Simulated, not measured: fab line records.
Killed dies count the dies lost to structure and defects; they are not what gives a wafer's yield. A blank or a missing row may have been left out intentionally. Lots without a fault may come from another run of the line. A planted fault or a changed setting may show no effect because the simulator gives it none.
Matching of chambers	flow nand_harc	NHARC_A_STAIRCASE_CMP_450 on cmp-03: 4 sister chambers
The step polishes SiO2, target thk 200 nm. 4 wafers are shown with their chamber, then 10 later ones without.

## WAFERS WITH THEIR CHAMBER
wafer	chamber	motor_current_A (A)
L084.5	2	11.9
L084.6	3	9.5
L084.1	0	13.9
L084.2	1	10.8

## WAFERS WITH NO CHAMBER GIVEN
wafer	motor_current_A (A)
L084.3	9.5
L089.1	13.5
L089.2	10.3
L089.4	9.7
L089.3	12.1
L089.5	11.1
L089.6	13.1
L090.1	11.1
L090.2	12.9
L090.4	9.9

## EACH ONE'S CHAMBER
wafer	from the rows above	in truth
L084.3	3	3
L089.1	0	0
L089.2	can't be placed: 1 or 3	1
L089.4	can't be placed: 3 or 1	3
L089.3	2	2
L089.5	can't be placed: 1 or 2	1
L089.6	can't be placed: 0 or 2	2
L090.1	can't be placed: 1 or 2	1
L090.2	can't be placed: 0 or 2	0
L090.4	can't be placed: 3 or 1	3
Correctly placed: 3 of 10. From these rows, 7 cannot be placed; in 7 the true chamber is one of the candidates. Placed wrongly: 0.
How it was worked out, from the rows above alone: a wafer's distance from a chamber is the root of the sum, over the readings, of the square of ((its reading less the chamber's mean) divided by the reading's scatter). If the next closest chamber is less than 2 further off than the closest, the wafer can't be placed; otherwise it belongs to the closest. For every chamber, the mean is computed from those of its wafers that are shown. The scatter: root of mean squared gap, hidden wafer to nearest shown wafer, with one shown wafer a chamber.
